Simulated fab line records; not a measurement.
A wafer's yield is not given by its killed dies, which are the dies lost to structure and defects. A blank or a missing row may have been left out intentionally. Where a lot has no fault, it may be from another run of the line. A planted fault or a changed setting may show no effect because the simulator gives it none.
fab line records	flow n5_finfet
record lots=7	wafers=19	last_day=18
route steps=1938 shown DUMMY_GATE@238 BEOL_M4@1111
lots with no fault: from the same line, run without faults
start_h: start of the lot's first displayed wafer, in hours after the record's first day	wait_h: hours from the lot's prior step to this one	" unchanged from the row above	L1.1+2: one row covering several wafers at once	- no value, or no start given	* or withheld: withheld	< > ~ a bound
route shown NAME@n: NAME is a module with steps in the file, n the number in the route of the first one	usual: mean/standard deviation of fault-free wafers	same: alike in all rows	chamber/n: place in a boat	sites: each site's reading	_std_site: their standard deviation	_edge_site: the outer-site mean with the inner-site mean subtracted	radius_mm: how far each site lies from the wafer's centre	mask NAME#n: copy n	behind: tool/chamber where the wafer was last shaped	hold: the reason the lot was held/the length of the hold in hours/how it ended	device: the n, p or np transistor that did not switch	end of line: tests run on the same wafers once the route is complete	a step with no rows: only its recipe	killed: count of dies lost to structure and defects at first sort (not the wafer's yield)	map: a wafer's dies, x killed, . not, _ none there
set.NAME: the run value of the setting; set.NAME@STEP: its run value at that earlier step	model.NAME: the simulator's own value behind a step, which no gauge read
lots at selected steps of the route; one table per step, one row per wafer
services: from which hour (start_h, from the record's first day; less than 0 if before it) a tool's chamber was out of use, for how many hours, and why
## steps
# step N5_DUMMY_GATE_STRIP_38
# recipe chemistry=N2/H2	temp_c=40	n2_flow_sccm=200	h2_flow_sccm=200	rf_frequency_hz=6e+07
# step N5_DUMMY_GATE_STRIP_39
# recipe chemistry=N2/H2	temp_c=40	n2_flow_sccm=200	h2_flow_sccm=200	rf_frequency_hz=6e+07
# step N5_DUMMY_GATE_TRIM_49
# recipe chemistry=O2	resist=SOC	time_s=29	target_cd_nm=14	source_power_w=300	bias_power_w=0	O2_flow_sccm=100	temp_c=20
# step N5_DUMMY_GATE_STRIP_40
# recipe chemistry=CF4	resist=SiARC	power_w=300	bias_power_w=75	pressure_mtorr=50	cf4_flow_sccm=150	rf_frequency_hz=6e+07
# step N5_DUMMY_GATE_CD_MEAS_50
# recipe target_cd_nm=14
# usual cd_nm=14.0/0.35
lot.wafer	tool	chamber	start_h	wait_h	cd_nm
L316.1	cd_sem-01	-	94.05	0.0	13.9
L316.3	"	-	"	"	13.8
L316.6	"	-	"	"	13.7
L321.1	cd_sem-02	-	117.33	0.0	14.3
L321.2	"	-	"	"	14.0
L321.6	"	-	"	"	14.1
L324.1	cd_sem-02	-	143.43	0.0	14.1
L324.4	"	-	"	"	14.0
L324.6	"	-	"	"	13.8
L327.4	cd_sem-02	-	155.12	0.0	13.7
L327.6	"	-	"	"	13.9
L328.4	cd_sem-02	-	162.91	0.0	14.1
L328.6	"	-	"	"	14.6
L332.1	cd_sem-02	-	193.29	0.0	14.2
L332.3	"	-	"	"	13.5
L332.6	"	-	"	"	13.9
L331.3	cd_sem-02	-	197.08	0.0	13.8
L331.5	"	-	"	"	14.3
L331.6	"	-	"	"	14.3
# step N5_DUMMY_GATE_ETCH_31
# recipe chemistry=C4F6/O2	target=SiO2	mask_material=SOC	target_depth_a=825	time_s=27.5	ion_energy_ev=250	pressure_mtorr=30	source_w=345	bias_w=185	Ar_flow_sccm=300	C4F6_flow_sccm=10	O2_flow_sccm=10
# usual drypump_motor_current_A=5.7/0.33	oes_product_au=0.75/0.076	rf_vpp_V=662/14	showerhead_plenum_p_Torr=2.88/0.08	throttle_valve_pct=21.17/0.27
lot.wafer	tool	chamber	start_h	wait_h	drypump_motor_current_A	oes_product_au	rf_hours_counter_h	rf_vpp_V	showerhead_plenum_p_Torr	throttle_valve_pct
L316.1	rie_diel-04	2	94.18	0.1	6.2	0.98	1	671	2.78	20.46
L316.3	"	0	"	"	5.7	0.72	220	645	2.95	21.32
L316.6	"	0	"	"	5.7	0.71	-	645	2.95	21.32
L321.1	rie_diel-05	1	117.38	0.0	5.2	0.78	127	655	2.86	20.87
L321.2	"	0	"	"	5.4	0.96	4	659	3.06	21.20
L321.6	"	3	"	"	5.6	0.69	-	661	2.85	21.33
L324.1	rie_diel-01	1	143.48	0.0	5.5	0.75	165	678	2.83	21.02
L324.4	"	2	"	"	5.4	0.69	231	677	2.83	21.70
L324.6	"	1	"	"	5.5	0.75	-	676	2.83	21.02
L327.4	rie_diel-05	3	155.40	0.3	5.6	0.67	210	659	2.85	21.33
L327.6	"	0	"	"	5.4	0.91	-	657	3.05	21.20
L328.4	rie_diel-04	2	162.95	0.0	6.2	0.91	20	671	2.77	20.51
L328.6	"	1	"	"	6.3	0.70	-	688	2.92	21.32
L332.1	rie_diel-04	1	193.51	0.2	6.3	0.69	228	688	2.92	21.34
L332.3	"	2	"	"	6.2	0.89	29	669	2.77	20.49
L332.6	"	2	"	"	6.2	0.88	-	670	2.77	20.49
L331.3	rie_diel-05	0	197.12	0.0	5.4	0.90	26	658	3.05	21.23
L331.5	"	0	"	"	5.4	0.89	-	659	3.05	21.23
L331.6	"	1	"	"	5.2	0.74	-	655	2.85	20.90
# step N5_DUMMY_GATE_STRIP_41
# recipe chemistry=O2	power_w=400	temp_c=40	pressure_mtorr=30	rf_frequency_hz=6e+07	bias_power_w=0	overash_fraction=0.3	o2_flow_sccm=225
# usual drypump_motor_current_A=5.7/0.34	oes_product_au=0.75/0.074	rf_vpp_V=3.7/0.5	showerhead_plenum_p_Torr=2.12/0.054	throttle_valve_pct=16.69/0.21
# same overash_fraction=0.3
lot.wafer	tool	chamber	start_h	wait_h	drypump_motor_current_A	oes_product_au	rf_hours_counter_h	rf_vpp_V	showerhead_plenum_p_Torr	throttle_valve_pct
L316.1	rie_diel-04	2	94.23	0.0	6.2	0.97	1	3.8	2.08	16.15
L316.3	"	0	"	"	5.6	0.72	220	4.0	2.16	16.79
L316.6	"	0	"	"	5.6	0.71	-	3.5	2.16	16.76
L321.1	rie_diel-05	1	117.43	0.0	5.2	0.77	127	4.4	2.12	16.46
L321.2	"	0	"	"	5.4	0.96	4	3.7	2.25	16.53
L321.6	"	3	"	"	5.6	0.69	-	3.9	2.09	16.81
L324.1	rie_diel-01	1	143.53	0.0	5.5	0.74	165	4.2	2.10	16.68
L324.4	"	2	"	"	5.3	0.69	231	3.6	2.07	17.14
L324.6	"	1	"	"	5.5	0.74	-	3.1	2.10	16.65
L327.4	rie_diel-05	3	155.45	0.0	5.6	0.68	210	3.4	2.09	16.83
L327.6	"	0	"	"	5.3	0.92	-	3.4	2.24	16.55
L328.4	rie_diel-04	2	162.99	0.0	6.2	0.91	20	3.3	2.07	16.18
L328.6	"	1	"	"	6.3	0.69	-	4.0	2.16	16.89
L332.1	rie_diel-04	1	193.56	0.0	6.3	0.68	228	4.0	2.16	16.91
L332.3	"	2	"	"	6.2	0.87	29	3.3	2.06	16.18
L332.6	"	2	"	"	6.2	0.88	-	3.9	2.07	16.17
L331.3	rie_diel-05	0	197.16	0.0	5.4	0.90	26	4.1	2.24	16.57
L331.5	"	0	"	"	5.4	0.90	-	4.0	2.24	16.57
L331.6	"	1	"	"	5.2	0.75	-	2.9	2.11	16.49
# step N5_DUMMY_GATE_HM_OPEN_21
# recipe chemistry=CH3F/O2	target=SiNx	target_depth_a=1200	Ar_flow_sccm=150	CH3F_flow_sccm=30	O2_flow_sccm=23	time_s=171.4	pressure_mtorr=30	source_w=395	bias_w=73	ion_energy_ev=120.7
# usual drypump_motor_current_A=5.7/0.34	oes_product_au=0.75/0.076	rf_vpp_V=298/6.2	showerhead_plenum_p_Torr=2.04/0.058	throttle_valve_pct=16.49/0.26
lot.wafer	tool	chamber	start_h	wait_h	drypump_motor_current_A	oes_product_au	rf_hours_counter_h	rf_vpp_V	showerhead_plenum_p_Torr	throttle_valve_pct
L316.1	rie_diel-04	2	94.27	0.0	6.2	0.97	1	301	1.97	15.81
L316.3	"	0	"	"	5.6	0.71	220	290	2.09	16.63
L316.6	"	0	"	"	5.6	0.70	-	289	2.09	16.63
L321.1	rie_diel-05	1	117.47	0.0	5.2	0.76	127	293	2.03	16.19
L321.2	"	0	"	"	5.4	0.96	4	297	2.18	16.39
L321.6	"	3	"	"	5.6	0.68	-	297	2.02	16.63
L324.1	rie_diel-01	1	143.57	0.0	5.5	0.75	165	304	2.01	16.41
L324.4	"	2	"	"	5.4	0.69	231	304	2.01	16.99
L324.6	"	1	"	"	5.5	0.75	-	304	2.01	16.39
L327.4	rie_diel-05	3	155.49	0.0	5.6	0.67	210	296	2.02	16.66
L327.6	"	0	"	"	5.4	0.92	-	297	2.17	16.40
L328.4	rie_diel-04	2	163.03	0.0	6.2	0.90	20	302	1.97	15.83
L328.6	"	1	"	"	6.3	0.69	-	309	2.08	16.66
L332.1	rie_diel-04	1	193.60	0.0	6.3	0.69	228	309	2.07	16.68
L332.3	"	2	"	"	6.2	0.89	29	302	1.97	15.86
L332.6	"	2	"	"	6.2	0.89	-	301	1.97	15.85
L331.3	rie_diel-05	0	197.20	0.0	5.4	0.90	26	297	2.17	16.44
L331.5	"	0	"	"	5.4	0.89	-	296	2.17	16.43
L331.6	"	1	"	"	5.2	0.75	-	294	2.02	16.24
# step N5_DUMMY_GATE_ETCH_32
# recipe chemistry=CF4	target=SiO2	target_depth_a=35	time_s=3.9	ion_energy_ev=350	pressure_mtorr=10	icp_w=800	bias_w=400	cf4_flow_sccm=80
# step N5_DUMMY_GATE_ETCH_23
# recipe chemistry=HBr/Cl2/O2	HBr_flow_sccm=150	Cl2_flow_sccm=80	O2_flow_sccm=12	bias_w=102	target_depth_a=410	time_s=22.3	target=poly-Si	mask_material=SiO2	pressure_mtorr=10	icp_w=800
# usual drypump_motor_current_A=5.7/0.51	oes_product_au=1.007/0.018	throttle_valve_pct=37.1/0.39
lot.wafer	tool	chamber	start_h	wait_h	drypump_motor_current_A	oes_product_au	rf_hours_counter_h	throttle_valve_pct
L316.1	rie_si-01	1	94.46	0.0	5.7	0.984	34	36.8
L316.3	"	3	"	"	5.0	1.002	162	36.8
L316.6	"	3	"	"	5.0	0.994	-	36.8
L321.1	rie_si-01	3	117.66	0.0	5.0	1.003	163	36.8
L321.2	"	1	"	"	5.7	0.978	35	36.8
L321.6	"	0	"	"	6.2	1.014	-	37.4
L324.1	rie_si-03	1	143.76	0.0	5.3	1.044	77	37.9
L324.4	"	2	"	"	5.5	1.012	106	37.9
L324.6	"	3	"	"	4.9	1.052	-	36.9
L327.4	rie_si-01	1	155.68	0.0	5.8	0.997	36	36.8
L327.6	"	3	"	"	5.0	1.007	-	36.8
L328.4	rie_si-03	0	163.22	0.0	6.4	1.022	6	36.9
L328.6	"	0	"	"	6.3	1.039	-	36.9
L332.1	rie_si-01	3	193.79	0.0	5.0	1.000	164	36.8
L332.3	"	2	"	"	5.8	1.013	29	37.3
L332.6	"	2	"	"	5.8	0.998	-	37.3
L331.3	rie_si-03	1	197.40	0.0	5.3	1.006	78	37.9
L331.5	"	2	"	"	5.5	0.996	-	37.9
L331.6	"	3	"	"	4.9	1.049	-	36.9
# step N5_DUMMY_GATE_ETCH_44
# recipe chemistry=HBr/O2	over_etch_frac=0.7	target_depth_a=1275	stop_on=SiO2	ion_energy_ev=60	bias_w=20	target=poly-Si	mask_material=SiO2	pressure_mtorr=20	icp_w=400	HBr_flow_sccm=120	O2_flow_sccm=10
# step N5_DUMMY_GATE_CD_MEAS_24
# recipe target_cd_nm=15
# usual cd_nm=15.0/0.44
lot.wafer	tool	chamber	start_h	wait_h	cd_nm
L316.1	cd_sem-03	-	94.63	0.1	14.1
L316.3	"	-	"	"	14.8
L316.6	"	-	"	"	14.5
L321.1	cd_sem-01	-	117.83	0.1	15.5
L321.2	"	-	"	"	14.8
L321.6	"	-	"	"	15.1
L324.1	cd_sem-01	-	143.93	0.1	14.9
L324.4	"	-	"	"	15.1
L324.6	"	-	"	"	15.0
L327.4	cd_sem-03	-	155.86	0.1	14.4
L327.6	"	-	"	"	14.3
L328.4	cd_sem-01	-	163.40	0.1	14.8
L328.6	"	-	"	"	15.3
L332.1	cd_sem-03	-	193.96	0.1	14.9
L332.3	"	-	"	"	14.6
L332.6	"	-	"	"	14.3
L331.3	cd_sem-03	-	197.57	0.1	15.2
L331.5	"	-	"	"	15.3
L331.6	"	-	"	"	15.8
# step N5_DUMMY_GATE_ETCH_42
# recipe chemistry=CHF3/O2	target=SiO2	target_depth_a=35	time_s=31	ion_energy_ev=30	bias_w=12	pressure_mtorr=30	source_w=600	Ar_flow_sccm=200	CHF3_flow_sccm=50	O2_flow_sccm=5
# usual drypump_motor_current_A=5.7/0.33	oes_product_au=0.76/0.073	rf_vpp_V=42.5/1.1	showerhead_plenum_p_Torr=2.42/0.062	throttle_valve_pct=18.80/0.3
lot.wafer	tool	chamber	start_h	wait_h	drypump_motor_current_A	oes_product_au	rf_hours_counter_h	rf_vpp_V	showerhead_plenum_p_Torr	throttle_valve_pct	model.etch.depth_nm
L316.1	rie_diel-01	2	94.69	0.1	5.4	0.70	216	44.1	2.40	19.28	3.378
L316.3	"	0	"	"	5.3	0.86	40	41.7	2.46	18.73	3.525
L316.6	"	0	"	"	5.3	0.87	-	42.5	2.46	18.73	3.527
L321.1	rie_diel-04	1	118.00	0.2	6.3	0.71	206	44.5	2.48	18.95	3.535
L321.2	"	2	"	"	6.2	0.95	8	42.7	2.35	18.11	3.67
L321.6	"	0	"	"	5.6	0.72	-	40.9	2.49	18.97	3.506
L324.1	rie_diel-01	1	143.98	0.0	5.5	0.74	165	42.9	2.40	18.70	3.47
L324.4	"	3	"	"	5.7	0.67	131	42.3	2.30	18.50	2.912
L324.6	"	0	"	"	5.3	0.76	-	43.5	2.45	18.76	2.983
L327.4	rie_diel-01	0	155.90	0.0	5.3	0.76	57	42.8	2.45	18.75	2.995
L327.6	"	1	"	"	5.5	0.66	-	43.7	2.40	18.71	2.906
L328.4	rie_diel-01	1	163.44	0.0	5.6	0.67	171	43.3	2.40	18.73	2.95
L328.6	"	3	"	"	5.7	0.67	-	42.2	2.30	18.51	2.919
L332.1	rie_diel-04	1	194.01	0.0	6.3	0.69	228	42.6	2.47	18.98	3.44
L332.3	"	2	"	"	6.2	0.88	29	44.0	2.35	18.16	3.578
L332.6	"	0	"	"	5.6	0.70	-	40.9	2.49	19.01	3.457
L331.3	rie_diel-05	1	197.61	0.0	5.2	0.76	148	42.9	2.41	18.54	3.506
L331.5	"	0	"	"	5.4	0.90	-	43.2	2.58	18.77	3.493
L331.6	"	2	"	"	5.9	0.72	-	41.1	2.40	18.87	3.489
# step N5_DUMMY_GATE_STRIP_48
# recipe chemistry=N2/H2	time_s=20	power_w=100	temp_c=40	pressure_mtorr=100	rf_frequency_hz=6e+07	bias_power_w=3	n2_flow_sccm=300	h2_flow_sccm=300
# usual drypump_motor_current_A=5.7/0.33	oes_product_au=0.75/0.071	rf_vpp_V=45.3/0.79	showerhead_plenum_p_Torr=3.38/0.077	throttle_valve_pct=12.23/0.28
lot.wafer	tool	chamber	start_h	wait_h	drypump_motor_current_A	oes_product_au	rf_hours_counter_h	rf_vpp_V	showerhead_plenum_p_Torr	throttle_valve_pct
L316.1	rie_diel-01	2	94.74	0.0	5.4	0.70	216	46.1	3.35	12.67
L316.3	"	0	"	"	5.3	0.86	40	45.1	3.41	11.94
L316.6	"	0	"	"	5.3	0.86	-	45.4	3.41	11.94
L321.1	rie_diel-04	1	118.05	0.0	6.3	0.71	206	44.8	3.47	12.38
L321.2	"	2	"	"	6.2	0.94	8	44.9	3.32	11.65
L321.6	"	0	"	"	5.6	0.72	-	45.0	3.49	12.43
L324.1	rie_diel-01	1	144.03	0.0	5.5	0.74	165	45.0	3.37	12.20
L324.4	"	3	"	"	5.7	0.75	131	44.6	3.25	12.07
L324.6	"	0	"	"	5.3	0.84	-	44.0	3.41	11.98
L327.4	rie_diel-01	0	155.95	0.0	5.3	0.83	57	47.1	3.40	11.97
L327.6	"	1	"	"	5.5	0.74	-	45.3	3.37	12.21
L328.4	rie_diel-01	1	163.49	0.0	5.5	0.74	171	46.2	3.37	12.22
L328.6	"	3	"	"	5.7	0.74	-	44.1	3.25	12.09
L332.1	rie_diel-04	1	194.06	0.0	6.3	0.69	228	44.7	3.45	12.44
L332.3	"	2	"	"	6.2	0.88	29	45.0	3.31	11.73
L332.6	"	0	"	"	5.6	0.70	-	45.4	3.48	12.48
L331.3	rie_diel-05	1	197.66	0.0	5.2	0.74	148	44.5	3.38	12.04
L331.5	"	0	"	"	5.4	0.90	-	46.0	3.58	11.93
L331.6	"	2	"	"	5.9	0.72	-	44.3	3.34	12.35
# step N5_BEOL_M4_RC_MEAS_101
# usual DIBL_N=36.0/1.9	DIBL_P=36.0/2.1	IOFF_N=0.155/0.029	IOFF_P=0.20/0.032	ION_N=672/11	ION_P=461/6.9	SS_N=71.5/0.58	SS_P=73.2/0.64	VT_N=250.4/2.9	VT_P=-251.0/2.8
lot.wafer	tool	chamber	start_h	wait_h	DIBL_N[mV/V]	DIBL_P[mV/V]	IOFF_N[nA/um]	IOFF_P[nA/um]	ION_N[uA/um]	ION_P[uA/um]	SS_N[mV/dec]	SS_P[mV/dec]	VT_N[mV]	VT_P[mV]
L316.1	prober-02	0	223.57	0.0	36.7	36.2	0.149	0.20	658	445	71.3	73.5	252.6	-255.1
L316.3	"	0	"	"	36.3	37.0	0.159	0.22	677	468	71.9	73.6	248.2	-252.4
L316.6	"	0	"	"	37.1	36.8	0.163	0.22	663	452	72.2	73.4	250.4	-251.5
L321.1	prober-01	0	249.65	0.0	37.5	36.7	0.189	0.22	674	457	72.7	73.3	247.8	-248.9
L321.2	"	0	"	"	37.1	36.4	0.163	0.21	667	451	71.6	73.9	247.3	-251.0
L321.6	"	0	"	"	36.6	36.0	0.158	0.20	658	450	71.7	73.3	248.4	-253.3
L324.1	prober-01	0	263.93	0.0	34.9	36.2	0.129	0.19	647	449	72.0	73.1	252.0	-251.1
L324.4	"	0	"	"	34.9	36.2	0.134	0.18	656	451	71.2	72.7	250.9	-251.4
L324.6	"	0	"	"	37.1	39.2	0.184	0.23	692	469	72.2	73.7	248.3	-250.2
L327.4	prober-02	0	284.41	0.5	38.2	40.0	0.201	0.27	676	464	71.9	74.5	245.8	-249.1
L327.6	"	0	"	"	39.1	39.4	0.211	0.25	679	462	72.5	74.7	246.2	-246.8
L328.4	prober-02	0	288.52	0.5	35.1	37.0	0.155	0.22	681	469	71.7	73.2	247.6	-249.2
L328.6	"	0	"	"	33.0	33.1	0.117	0.17	649	449	70.9	72.5	253.9	-252.3
L332.1	prober-01	0	311.35	0.0	35.8	33.2	0.143	0.18	661	453	71.0	73.1	250.2	-253.6
L332.3	"	0	"	"	37.8	36.0	0.173	0.22	665	453	72.0	74.1	247.7	-250.3
L332.6	"	0	"	"	38.5	37.5	0.198	0.25	685	465	72.1	74.3	247.6	-248.4
L331.3	prober-01	0	314.09	0.3	35.8	37.0	0.160	0.22	668	457	71.4	73.0	250.4	-249.4
L331.5	"	0	"	"	33.6	33.7	0.124	0.17	674	458	71.7	72.3	253.2	-252.8
L331.6	"	0	"	"	34.4	35.3	0.145	0.19	671	456	70.9	73.3	249.8	-254.8
## services
tool	chamber	start_h	hours	kind
rie_diel-05	0	75.31	-	clean
rie_diel-05	0	75.31	-	consumable_replace:focus_ring
rie_diel-05	0	75.31	-	consumable_replace:showerhead
rie_diel-05	0	75.31	33.0	scheduled_down
rie_diel-05	0	75.31	33.0	vent_cycle
rie_diel-04	2	75.40	-	clean
rie_diel-04	2	75.40	-	consumable_replace:focus_ring
rie_diel-04	2	75.40	15.8	scheduled_down
rie_diel-04	2	75.40	15.8	vent_cycle
rie_diel-01	0	83.15	5.0	repair
rie_diel-01	0	97.10	6.9	repair
rie_si-01	2	111.18	8.4	repair
rie_si-01	2	126.74	7.9	repair
rie_diel-05	1	141.67	9.0	repair
rie_diel-04	3	184.80	-	clean
rie_diel-04	3	184.80	-	consumable_replace:focus_ring
rie_diel-04	3	184.80	21.8	scheduled_down
rie_diel-04	3	184.80	21.8	vent_cycle
rie_diel-05	3	190.29	7.9	repair
rie_diel-01	1	194.00	11.3	repair
rie_diel-01	0	197.51	3.7	repair
## key
first_sign none at tools or gauges
model_effect step=N5_DUMMY_GATE_ETCH_42	value=etch.depth_nm	without=3.498	struck=2.944
met_at N5_DUMMY_GATE_ETCH_42
struck_wafers L324.4,L324.6,L327.4,L327.6,L328.4,L328.6
onset_between 94.69 143.98
fault kind=process_parameter_drift	tool=rie_diel-01	chamber=-	onset_h=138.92	steps=N5_DUMMY_GATE_ETCH_42	channel=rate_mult	offset=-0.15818	shape=step	end_h=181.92	scope=struck_wafers_only
